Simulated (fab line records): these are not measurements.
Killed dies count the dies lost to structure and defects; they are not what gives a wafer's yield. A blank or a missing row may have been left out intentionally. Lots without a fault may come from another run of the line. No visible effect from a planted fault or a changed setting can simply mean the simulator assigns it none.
fab line records	flow n5_finfet
record: lots: 7	wafers: 21
route steps=1938 shown HKMG_FIN@392 GATE_CUT@510 MOL_CONTACT_COAG@596 BEOL_M0_SAQP@640 BEOL_M1@777 BEOL_M4@1023
start_h: the number of hours between the record's first day and the start of the first shown wafer of the lot	wait_h: hours from the lot's prior step to this one	" repeats the value in the row above	L1.1+2: one row covering several wafers at once	- either no value or no given start	* or withheld: withheld	< > ~ a bound
route shown NAME@n: a module of which the file shows steps, and the number in the route of the first	usual: mean/standard deviation of fault-free wafers	same: alike in all rows	chamber/n: place in a boat	sites: the reading at each site	_std_site: their standard deviation	_edge_site: outer sites' mean less inner sites'	radius_mm: for every site, how far away it sits from the centre of the wafer	mask NAME#n: copy n	behind: the last tool/chamber to shape the wafer	hold: cause of the lot's hold/its duration in hours/its outcome	device: names the non-switching transistor (n, p or np)	end of line: the same wafers' tests at the end of the route	a step with no rows: only its recipe	killed: the dies lost at the first sort to structure and to defects; this is not the yield of the wafer	map: dies across one wafer; x = killed, . = not, _ = none there
set.NAME: setting as actually run; set.NAME@STEP: the setting as run at that earlier step	model.NAME: the simulator's own value behind a step, which no gauge read
lots where settings were altered on purpose, with a table for each step and a row for each wafer
== steps ==
step: N5_HKMG_FIN_COAT_43
recipe: resist: CAR-ArF	spin_rpm: 1500	resist_thk_nm: 90
lot.wafer	tool	chamber	start_h	wait_h	set.spin_rpm	model.CAR-ArF_of_HKMG_FIN_COAT_43.thk_nm
L078.1+3	litho_track-04	0	-	-	1500	90.4
L078.2	"	0	"	"	1500	90.2
L081.1	litho_track-05	0	-	-	1431	92.2
L081.4	"	0	"	"	1500	89.6
L081.5	"	0	"	"	1500	90
L082.1+2+3	litho_track-04	0	-	-	1500	90.2
L083.3	litho_track-04	0	-	-	1412	93.2
L083.4	"	0	"	"	1412	93.4
L083.6	"	0	"	"	1500	90.6
L090.1	litho_track-05	0	-	-	1365	94.2
L090.3	"	0	"	"	1365	94.4
L090.6	"	0	"	"	1500	89.8
L093.1	litho_track-05	0	-	-	1500	90.2
L093.4+6	"	0	"	"	1500	90
L095.2	litho_track-04	0	-	-	1444	92.2
L095.3	"	0	"	"	1500	90.6
L095.5	"	0	"	"	1444	92.6
step: N5_HKMG_FIN_EBR_45
recipe: solvent: PGMEA	ebr_width_mm: 1.5
step: N5_HKMG_FIN_SOFTBAKE_44
recipe: temp_c: 110	time_s: 60	resist: CAR-ArF
step: N5_HKMG_FIN_DESCUM_53
recipe: chemistry: O2	time_s: 7.9	source_power_w: 50	bias_power_w: 20	pressure_mtorr: 20	rf_frequency_hz: 2.712e+07	temp_c: 40	resist: CAR-ArF	o2_flow_sccm: 225
lot.wafer	tool	chamber	start_h	wait_h	set.spin_rpm@HKMG_FIN_COAT_43	model.CAR-ArF_of_HKMG_FIN_COAT_43.thk_nm
L078.1	rie_diel-06	1	96.02	0.2	1500	83.8
L078.2+3	"	2,3	"	"	1500	83.6
L081.1	rie_diel-06	0	112.53	0.0	1431	85.6
L081.4	"	2	"	"	1500	83
L081.5	"	0	"	"	1500	83.4
L082.1	rie_diel-06	1	123.29	0.0	1500	83.8
L082.2+3	"	2,3	"	"	1500	83.6
L083.3	rie_diel-03	1	129.62	0.3	1412	86.8
L083.4	"	1	"	"	1412	87
L083.6	"	0	"	"	1500	84.2
L090.1+3	rie_diel-06	1,3	168.26	0.4	1365	87.6
L090.6	"	1	"	"	1500	83.2
L093.1	rie_diel-06	1	185.77	0.0	1500	83.6
L093.4+6	"	0	"	"	1500	83.4
L095.2	rie_diel-03	3	198.39	0.0	1444	85.6
L095.3	"	1	"	"	1500	84.2
L095.5	"	1	"	"	1444	86.2
step: N5_HKMG_FIN_ETCH_55
recipe: chemistry: N2/H2	target: SOC	target_depth_a: 2400	temp_c: 40	time_s: 300	ion_energy_ev: 200	mask_material: SiARC	pressure_mtorr: 30	source_w: 840	bias_w: 150	n2_flow_sccm: 200	h2_flow_sccm: 200
lot.wafer	tool	chamber	start_h	wait_h	set.time_s	model.HKMG_FIN.feature_depth_nm	model.etch.depth_nm	model.SiARC_of_HKMG_FIN_COAT_42.thk_nm
L078.1	rie_diel-06	1	96.11	0.0	300	233.6	233.6	21.6
L078.2	"	2	"	"	300	231.8	231.8	22
L078.3	"	3	"	"	300	245.6	245.5	21
L081.1	rie_diel-06	0	112.62	0.0	349.1	284.8	284.8	19.8
L081.4	"	2	"	"	300	236.2	236.3	22
L081.5	"	0	"	"	349.1	287.4	287.3	19.4
L082.1	rie_diel-06	1	123.38	0.0	341.9	266.4	266.4	19.8
L082.2	"	2	"	"	300	234	234	22
L082.3	"	3	"	"	300	246.8	246.8	21
L083.3	rie_diel-03	1	129.72	0.0	300	227.8	227.7	21.8
L083.4	"	1	"	"	334.6	256	256.1	20.2
L083.6	"	0	"	"	300	237	237.1	20.8
L090.1	rie_diel-06	1	168.35	0.0	353.2	277.8	277.7	19.2
L090.3	"	3	"	"	353.2	291.8	291.8	18.4
L090.6	"	1	"	"	300	233.8	233.8	21.8
L093.1	rie_diel-06	1	185.86	0.0	300	236.2	236.1	21.4
L093.4	"	0	"	"	245.5	197.8	197.9	24.2
L093.6	"	0	"	"	245.5	196.8	196.7	24.4
L095.2	rie_diel-03	3	198.48	0.0	300	240.2	240.1	21.4
L095.3	"	1	"	"	300	229	229.1	21.8
L095.5	"	1	"	"	300	229.2	229.2	21.8
step: N5_HKMG_FIN_ETCH_32
recipe: chemistry: N2/H2	target: SOC	target_depth_a: 2400	temp_c: 40	time_s: 300	ion_energy_ev: 200	mask_material: SiARC	pressure_mtorr: 30	source_w: 840	bias_w: 150	n2_flow_sccm: 200	h2_flow_sccm: 200
usual: rf_vpp_V: 524.8/2.2
lot.wafer	tool	chamber	start_h	wait_h	set.bias_w	rf_vpp_V	model.SiARC_of_HKMG_FIN_COAT_30.thk_nm
L078.1	rie_diel-04	0	99.66	0.0	150	520.1	22.2
L078.2	"	2	"	"	150	523.4	21
L078.3	"	1	"	"	150	526.3	21
L081.1	rie_diel-06	2	116.04	0.0	150	522.4	22
L081.4	"	3	"	"	150	522.2	20.8
L081.5	"	2	"	"	167.8	563.2	20
L082.1	rie_diel-06	1	126.84	0.0	150	525.4	21.2
L082.2	"	0	"	"	124.4	469.5	24.6
L082.3	"	2	"	"	150	522.7	21.8
L083.3	rie_diel-06	0	133.08	0.0	150	527.9	21.8
L083.4	"	3	"	"	150	523.7	20.8
L083.6	"	0	"	"	150	529.4	21.8
L090.1	rie_diel-06	3	171.76	0.0	150	523.2	20.4
L090.3	"	0	"	"	157.7	544.9	20.8
L090.6	"	0	"	"	157.7	546.6	21
L093.1	rie_diel-06	1	189.24	0.0	150	526.0	21.4
L093.4	"	2	"	"	123.3	461.6	25.2
L093.6	"	0	"	"	150	528.4	21.8
L095.2	rie_diel-03	0	202.07	0.0	126.6	472.4	23.6
L095.3	"	1	"	"	150	525.4	21.6
L095.5	"	1	"	"	150	527.1	21.6
step: N5_GATE_CUT_ALD_22
recipe: material: SiNx	target_thk_a: 160	temp_c: 400	ald_precursor_family: SiH2I2	ald_co_reactant: N2/H2-plasma	pulse_time_s: 1	ald_cycles: 320	purge_time_s: 2	co_reactant_purge_time_s: 2	pressure_torr: 2
lot.wafer	tool	chamber	start_h	wait_h	set.ald_cycles	model.SiNx_of_GATE_CUT_ALD_22.thk_nm
L078.1+2+3	ald_sin-04	0,1,3	109.06	0.0	320	16
L081.1+4+5	ald_sin-03	1,2,3	125.88	0.0	320	16
L082.1	ald_sin-04	1	135.71	0.0	320	16
L082.2	"	2	"	"	344	17.4
L082.3	"	0	"	"	344	17
L083.3	ald_sin-04	1	142.42	0.0	320	16
L083.4	"	3	"	"	342	17
L083.6	"	2	"	"	342	17.2
L090.1	ald_sin-03	0	183.44	1.4	289	14.4
L090.3+6	"	3,0	"	"	320	16
L093.1	ald_sin-04	0	198.56	0.0	320	16
L093.4	"	1	"	"	359	18
L093.6	"	0	"	"	359	17.8
L095.2+5	ald_sin-03	2	211.12	0.0	320	16.2
L095.3	"	1	"	"	320	16
step: N5_MOL_CONTACT_COAG_COAT_34
recipe: resist: CAR-EUV	spin_rpm: 1500	resist_thk_nm: 40
lot.wafer	tool	chamber	start_h	wait_h	set.spin_rpm	model.CAR-EUV_of_MOL_CONTACT_COAG_COAT_34.thk_nm
L078.1+2	litho_track-02	0	-	-	1500	40
L078.3	"	0	"	"	1500	39.8
L081.1	litho_track-02	0	-	-	1500	40
L081.4+5	"	0	"	"	1500	40.2
L082.1+3	litho_track-03	0	-	-	1636	38.2
L082.2	"	0	"	"	1500	40
L083.3	litho_track-02	0	-	-	1356	42.2
L083.4+6	"	0	"	"	1500	40.2
L090.1+3+6	litho_track-03	0	-	-	1618	38.6
L093.1+4	litho_track-02	0	-	-	1452	40.8
L093.6	"	0	"	"	1500	40
L095.2	litho_track-03	0	-	-	1590	38.8
L095.3	"	0	"	"	1500	40.2
L095.5	"	0	"	"	1590	39
step: N5_MOL_CONTACT_COAG_EBR_36
recipe: solvent: PGMEA	ebr_width_mm: 1.5
step: N5_MOL_CONTACT_COAG_SOFTBAKE_35
recipe: temp_c: 110	time_s: 60	resist: CAR-EUV
step: N5_MOL_CONTACT_COAG_EXPOSE_37
recipe: mask_id: VD	na: 0.33	source_shape: annular	sigma_inner: 0.3	sigma_outer: 0.7	polarization: unpolarized	defocus_nm: 0	dose_mj: 62
step: N5_MOL_CONTACT_COAG_PEB_38
recipe: peb_temp_c: 100	peb_time_s: 60	resist: CAR-EUV
step: N5_MOL_CONTACT_COAG_DEVELOP_39
recipe: develop_time_s: 30	developer: TMAH	resist: CAR-EUV	rinse_liquid: surfactant_rinse	dry: air_spin	dev_temp_c: 23
lot.wafer	tool	chamber	start_h	wait_h	set.spin_rpm@MOL_CONTACT_COAG_COAT_34	model.CAR-EUV_of_MOL_CONTACT_COAG_COAT_34.thk_nm
L078.1+2	litho_track-03	0	-	-	1500	39.6
L078.3	"	0	"	"	1500	39.4
L081.1	litho_track-02	0	-	-	1500	39.6
L081.4+5	"	0	"	"	1500	39.8
L082.1+3	litho_track-03	0	-	-	1636	37.8
L082.2	"	0	"	"	1500	39.6
L083.3	litho_track-02	0	-	-	1356	41.8
L083.4+6	"	0	"	"	1500	39.8
L090.1+3+6	litho_track-02	0	-	-	1618	38.2
L093.1+4	litho_track-03	0	-	-	1452	40.2
L093.6	"	0	"	"	1500	39.6
L095.2+5	litho_track-04	0	-	-	1590	38.4
L095.3	"	0	"	"	1500	39.6
step: N5_MOL_CONTACT_COAG_ALD_133
recipe: material: SiO2	target_thk_a: 50	temp_c: 100	ald_precursor_family: BDEAS	ald_co_reactant: O2-plasma	pulse_time_s: 1	co_reactant_pulse_time_s: 1	purge_time_s: 2	co_reactant_purge_time_s: 2	ald_cycles: 35	pressure_torr: 2
lot.wafer	tool	chamber	start_h	wait_h	set.ald_cycles	model.SiO2_of_MOL_CONTACT_COAG_ALD_133.thk_nm
L078.1+2+3	ald_sin-04	3,2,1	122.65	0.1	35	5
L081.1+5	ald_sin-04	3,1	143.98	0.4	33	4.8
L081.4	"	1	"	"	35	5
L082.1+2	ald_sin-04	3,2	148.77	0.1	35	5
L082.3	"	1	"	"	38	5.4
L083.3+4	ald_sin-04	0,2	157.73	0.1	35	5
L083.6	"	2	"	"	40	5.8
L090.1	ald_sin-04	3	197.27	0.1	39	5.6
L090.3+6	"	2,0	"	"	35	5
L093.1+4+6	ald_sin-04	0,1,3	216.41	0.1	35	5
L095.2+5	ald_sin-04	0	228.75	0.2	35	5
L095.3	"	3	"	"	39	5.6
step: N5_BEOL_M0_SAQP_HM_DEP_111
recipe: material: SiO2	target_thk_a: 120	temp_c: 400	precursor: SiH4/N2O	pressure_torr: 0.75	rf_w: 275	time_s: 7.2
lot.wafer	tool	chamber	start_h	wait_h	set.time_s	model.SiO2_of_BEOL_M0_SAQP_HM_DEP_111.thk_nm
L078.1	pecvd-03	1	128.08	0.0	7.2	11.8
L078.2	"	2	"	"	7.2	12.4
L078.3	"	0	"	"	7.2	12.2
L081.1	pecvd-03	1	149.75	0.0	7.2	11.8
L081.4	"	2	"	"	6.443	11
L081.5	"	1	"	"	6.443	10.6
L082.1	pecvd-01	1	155.80	0.0	7.2	11.8
L082.2+3	"	2,0	"	"	7.922	13
L083.3	pecvd-01	2	163.77	0.0	7.2	11.8
L083.4	"	1	"	"	6.287	10.6
L083.6	"	0	"	"	6.287	10.4
L090.1	pecvd-03	1	202.64	0.0	7.2	11.6
L090.3	"	2	"	"	7.2	12
L090.6	"	2	"	"	7.2	12.2
L093.1	pecvd-03	2	223.79	0.0	8.167	13.6
L093.4	"	2	"	"	7.2	12.2
L093.6	"	0	"	"	8.167	13.8
L095.2	pecvd-03	1	234.28	0.0	7.2	11.6
L095.3	"	2	"	"	8.175	13.6
L095.5	"	2	"	"	8.175	13.8
step: N5_BEOL_M1_COAT_67
recipe: resist: SOC	temp_c: 250	time_s: 60	spin_rpm: 1500	resist_thk_nm: 60
lot.wafer	tool	chamber	start_h	wait_h	set.spin_rpm	model.SOC_of_BEOL_M1_COAT_67.thk_nm
L078.1+3	litho_track-03	0	144.22	0.0	1500	60.2
L078.2	"	0	"	"	1500	60
L081.1+4	litho_track-03	0	163.55	0.0	1500	60.2
L081.5	"	0	"	"	1500	60
L082.1	litho_track-05	0	169.37	0.0	1357	63
L082.2	"	0	"	"	1500	60
L082.3	"	0	"	"	1357	62.8
L083.3+4	litho_track-04	0	181.17	0.0	1408	61.8
L083.6	"	0	"	"	1500	60
L090.1	litho_track-04	0	216.74	0.0	1500	60.2
L090.3+6	"	0	"	"	1500	60
L093.1+4	litho_track-03	0	239.14	0.0	1500	59.8
L093.6	"	0	"	"	1385	62.2
L095.2+3	litho_track-05	0	249.08	0.0	1553	58.6
L095.5	"	0	"	"	1500	59.6
step: N5_BEOL_M1_COAT_22
recipe: resist: CAR-EUV	spin_rpm: 1500	resist_thk_nm: 30
lot.wafer	tool	chamber	start_h	wait_h	set.spin_rpm	model.CAR-EUV_of_BEOL_M1_COAT_22.thk_nm
L078.1+2+3	litho_track-03	0	-	-	1500	30
L081.1+5	litho_track-03	0	-	-	1542	29.6
L081.4	"	0	"	"	1500	30
L082.1+2+3	litho_track-05	0	-	-	1500	30
L083.3	litho_track-04	0	-	-	1628	29
L083.4	"	0	"	"	1628	29.2
L083.6	"	0	"	"	1500	30.2
L090.1	litho_track-04	0	-	-	1550	29.6
L090.3+6	"	0	"	"	1500	30
L093.1+4	litho_track-03	0	-	-	1500	30
L093.6	"	0	"	"	1500	29.8
L095.2	litho_track-05	0	-	-	1571	29.2
L095.3+5	"	0	"	"	1500	30
step: N5_BEOL_M1_EBR_24
recipe: solvent: PGMEA	ebr_width_mm: 1.5
step: N5_BEOL_M1_SOFTBAKE_23
recipe: temp_c: 110	time_s: 60	resist: CAR-EUV
step: N5_BEOL_M1_EXPOSE_25
recipe: mask_id: V0	na: 0.33	source_shape: quasar	sigma_inner: 0.2	sigma_outer: 0.8	polarization: unpolarized	defocus_nm: 5	target_cd_nm: 24	dose_mj: 63
step: N5_BEOL_M1_PEB_26
recipe: peb_temp_c: 100	peb_time_s: 60	resist: CAR-EUV
step: N5_BEOL_M1_DEVELOP_27
recipe: develop_time_s: 30	developer: TMAH	resist: CAR-EUV	rinse_liquid: surfactant_rinse	dry: air_spin	dev_temp_c: 23
lot.wafer	tool	chamber	start_h	wait_h	set.spin_rpm@BEOL_M1_COAT_22	model.CAR-EUV_of_BEOL_M1_COAT_22.thk_nm
L078.1+2	litho_track-04	0	-	-	1500	29.6
L078.3	"	0	"	"	1500	29.4
L081.1+5	litho_track-04	0	-	-	1542	29.2
L081.4	"	0	"	"	1500	29.6
L082.1+2	litho_track-05	0	-	-	1500	29.6
L082.3	"	0	"	"	1500	29.4
L083.3+4	litho_track-03	0	-	-	1628	28.6
L083.6	"	0	"	"	1500	29.6
L090.1	litho_track-05	0	-	-	1550	29
L090.3	"	0	"	"	1500	29.4
L090.6	"	0	"	"	1500	29.6
L093.1+4+6	litho_track-04	0	-	-	1500	29.4
L095.2	litho_track-03	0	-	-	1571	28.8
L095.3+5	"	0	"	"	1500	29.6
step: N5_BEOL_M1_DESCUM_33
recipe: chemistry: O2	time_s: 7	source_power_w: 50	bias_power_w: 20	pressure_mtorr: 20	rf_frequency_hz: 2.712e+07	temp_c: 40	resist: CAR-EUV	o2_flow_sccm: 225
step: N5_BEOL_M1_ETCH_77
recipe: chemistry: N2/H2	target: underlayer	target_depth_a: 65	mask_material: CAR-EUV	time_s: 5.2	ion_energy_ev: 200	pressure_mtorr: 30	source_w: 840	bias_w: 150	n2_flow_sccm: 200	h2_flow_sccm: 200	ends: cleared
lot.wafer	tool	chamber	start_h	wait_h	set.spin_rpm@BEOL_M1_COAT_22	model.CAR-EUV_of_BEOL_M1_COAT_22.thk_nm
L078.1+2+3	rie_diel-02	2,1,0	144.67	0.0	1500	20.2
L081.1+5	rie_diel-01	1	164.27	0.0	1542	20
L081.4	"	3	"	"	1500	20.4
L082.1+2+3	rie_diel-02	0,2,0	169.83	0.0	1500	20.2
L083.3+4	rie_diel-05	3,1	181.72	0.0	1628	19.4
L083.6	"	2	"	"	1500	20.4
L090.1	rie_diel-02	2	217.63	0.0	1550	19.8
L090.3+6	"	1	"	"	1500	20.2
L093.1+4	rie_diel-02	1,0	240.07	0.0	1500	20.2
L093.6	"	3	"	"	1500	20
L095.2	rie_diel-05	1	249.61	0.0	1571	19.6
L095.3	"	2	"	"	1500	20.2
L095.5	"	1	"	"	1500	20.4
step: N5_BEOL_M1_ALD_98
recipe: material: SiO2	target_thk_a: 25	temp_c: 100	ald_precursor_family: BDEAS	ald_co_reactant: O2-plasma	pulse_time_s: 1	co_reactant_pulse_time_s: 1	purge_time_s: 2	co_reactant_purge_time_s: 2	ald_cycles: 17	pressure_torr: 2
lot.wafer	tool	chamber	start_h	wait_h	set.temp_c
L078.1+2+3	ald_sin-02	3,2,1	145.15	0.4	100
L081.1+4+5	ald_sin-02	1,0,0	164.37	0.1	103.8
L082.1	ald_sin-02	3	169.97	0.1	98.14
L082.2+3	"	0,1	"	"	100
L083.3+4	ald_sin-02	1,3	181.82	0.1	100
L083.6	"	3	"	"	98.41
L090.1+6	ald_sin-02	1,0	217.88	0.2	100
L090.3	"	2	"	"	102.3
L093.1+4+6	ald_sin-02	3,2,1	240.22	0.1	100
L095.2+3+5	ald_sin-04	3,1,1	249.82	0.2	100
step: N5_BEOL_M1_ETCHBACK_99
recipe: chemistry: CHF3	target: SiO2	target_depth_a: 50	time_s: 10.4	source_w: 215	bias_w: 47	Ar_flow_sccm: 200	CHF3_flow_sccm: 12	ion_energy_ev: 100	pressure_mtorr: 30
step: N5_BEOL_M1_ETCH_70
recipe: chemistry: N2/H2	target: SOC	target_depth_a: 800	overetch_a: 160	mask_material: SiARC	temp_c: 40	time_s: 120	ion_energy_ev: 200	pressure_mtorr: 30	source_w: 840	bias_w: 150	n2_flow_sccm: 200	h2_flow_sccm: 200
lot.wafer	tool	chamber	start_h	wait_h	set.spin_rpm@BEOL_M1_COAT_67	model.etch.depth_nm
L078.1	rie_diel-05	1	155.88	0.0	1500	60.19
L078.2	"	2	"	"	1500	60.06
L078.3	"	0	"	"	1500	60.12
L081.1	rie_diel-01	3	167.99	0.0	1500	60.21
L081.4	"	2	"	"	1500	60.13
L081.5	"	2	"	"	1500	59.98
L082.1	rie_diel-02	0	171.09	0.0	1357	63.03
L082.2	"	2	"	"	1500	60.02
L082.3	"	0	"	"	1357	62.87
L083.3	rie_diel-02	3	183.58	0.0	1408	61.81
L083.4	"	0	"	"	1408	61.88
L083.6	"	1	"	"	1500	60.02
L090.1	rie_diel-05	0	218.38	0.0	1500	60.17
L090.3	"	2	"	"	1500	60.05
L090.6	"	1	"	"	1500	59.96
L093.1	rie_diel-01	2	250.45	0.0	1500	59.9
L093.4	"	0	"	"	1500	59.83
L093.6	"	1	"	"	1385	62.28
L095.2	rie_diel-01	2	254.35	0.0	1553	58.62
L095.3	"	0	"	"	1553	58.7
L095.5	"	3	"	"	1500	59.65
step: N5_BEOL_M4_PECVD_72
recipe: material: SiO2	target_thk_a: 160	temp_c: 400	precursor: TEOS/O2	pressure_torr: 5.5	rf_w: 450	teos_flow_sccm: 53.8	gas: O2	flow_sccm: 3000	time_s: 18
lot.wafer	tool	chamber	start_h	wait_h	set.temp_c	model.SiO2_of_BEOL_M4_PECVD_72.thk_nm
L078.1	pecvd-02	1	176.30	0.0	400	15.8
L078.2	"	2	"	"	400	15.6
L078.3	"	0	"	"	400	16
L081.1	pecvd-02	0	198.58	0.0	405.9	15.4
L081.4	"	1	"	"	405.9	15.6
L081.5	"	0	"	"	400	16.6
L082.1+2	pecvd-01	0,1	211.29	0.0	385.5	17.2
L082.3	"	2	"	"	400	15.8
L083.3	pecvd-02	2	214.03	0.0	385.8	17.2
L083.4	"	2	"	"	385.8	17.6
L083.6	"	1	"	"	400	15.8
L090.1	pecvd-04	1	265.01	0.0	387.6	17.2
L090.3	"	2	"	"	400	16
L090.6	"	2	"	"	387.6	17.6
L093.1+6	pecvd-04	0,1	273.97	0.0	411.9	14.8
L093.4	"	2	"	"	400	16
L095.2+3	pecvd-01	2,1	282.87	0.0	400	16
L095.5	"	2	"	"	400	16.4
== key ==
split: step: N5_HKMG_FIN_COAT_43	setting: spin_rpm	stated: 1500	by: wafer
response: step: N5_HKMG_FIN_COAT_43	reading: model.CAR-ArF_of_HKMG_FIN_COAT_43.thk_nm	change: -0.492	per: 1%	r: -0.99
response: step: N5_HKMG_FIN_DESCUM_53	reading: model.CAR-ArF_of_HKMG_FIN_COAT_43.thk_nm	change: -0.484	per: 1%	r: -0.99
split: step: N5_HKMG_FIN_ETCH_55	setting: time_s	stated: 300	by: wafer
response: step: N5_HKMG_FIN_ETCH_55	reading: model.HKMG_FIN.feature_depth_nm	change: +2.47	per: 1%	r: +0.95
response: step: N5_HKMG_FIN_ETCH_55	reading: model.etch.depth_nm	change: +2.47	per: 1%	r: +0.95
response: step: N5_HKMG_FIN_ETCH_55	reading: model.SiARC_of_HKMG_FIN_COAT_42.thk_nm	change: -0.146	per: 1%	r: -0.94
split: step: N5_HKMG_FIN_ETCH_32	setting: bias_w	stated: 150	by: wafer
response: step: N5_HKMG_FIN_ETCH_32	reading: rf_vpp_V	change: +3.47	per: 1%	r: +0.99
response: step: N5_HKMG_FIN_ETCH_32	reading: model.SiARC_of_HKMG_FIN_COAT_30.thk_nm	change: -0.159	per: 1%	r: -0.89
split: step: N5_GATE_CUT_ALD_22	setting: ald_cycles	stated: 320	by: wafer
response: step: N5_GATE_CUT_ALD_22	reading: model.SiNx_of_GATE_CUT_ALD_22.thk_nm	change: +0.16	per: 1%	r: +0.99
split: step: N5_MOL_CONTACT_COAG_COAT_34	setting: spin_rpm	stated: 1500	by: wafer
response: step: N5_MOL_CONTACT_COAG_COAT_34	reading: model.CAR-EUV_of_MOL_CONTACT_COAG_COAT_34.thk_nm	change: -0.208	per: 1%	r: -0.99
response: step: N5_MOL_CONTACT_COAG_DEVELOP_39	reading: model.CAR-EUV_of_MOL_CONTACT_COAG_COAT_34.thk_nm	change: -0.202	per: 1%	r: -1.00
split: step: N5_MOL_CONTACT_COAG_ALD_133	setting: ald_cycles	stated: 35	by: wafer
response: step: N5_MOL_CONTACT_COAG_ALD_133	reading: model.SiO2_of_MOL_CONTACT_COAG_ALD_133.thk_nm	change: +0.052	per: 1%	r: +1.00
split: step: N5_BEOL_M0_SAQP_HM_DEP_111	setting: time_s	stated: 7.2	by: wafer
response: step: N5_BEOL_M0_SAQP_HM_DEP_111	reading: model.SiO2_of_BEOL_M0_SAQP_HM_DEP_111.thk_nm	change: +0.119	per: 1%	r: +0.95
split: step: N5_BEOL_M1_COAT_67	setting: spin_rpm	stated: 1500	by: wafer
response: step: N5_BEOL_M1_COAT_67	reading: model.SOC_of_BEOL_M1_COAT_67.thk_nm	change: -0.303	per: 1%	r: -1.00
response: step: N5_BEOL_M1_ETCH_70	reading: model.etch.depth_nm	change: -0.306	per: 1%	r: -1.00
split: step: N5_BEOL_M1_COAT_22	setting: spin_rpm	stated: 1500	by: wafer
response: step: N5_BEOL_M1_COAT_22	reading: model.CAR-EUV_of_BEOL_M1_COAT_22.thk_nm	change: -0.137	per: 1%	r: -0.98
response: step: N5_BEOL_M1_DEVELOP_27	reading: model.CAR-EUV_of_BEOL_M1_COAT_22.thk_nm	change: -0.132	per: 1%	r: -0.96
response: step: N5_BEOL_M1_ETCH_77	reading: model.CAR-EUV_of_BEOL_M1_COAT_22.thk_nm	change: -0.125	per: 1%	r: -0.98
split: step: N5_BEOL_M1_ALD_98	setting: temp_c	stated: 100	by: wafer
response none clear
split: step: N5_BEOL_M4_PECVD_72	setting: temp_c	stated: 400	by: wafer
response: step: N5_BEOL_M4_PECVD_72	reading: model.SiO2_of_BEOL_M4_PECVD_72.thk_nm	change: -0.437	per: 1%	r: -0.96
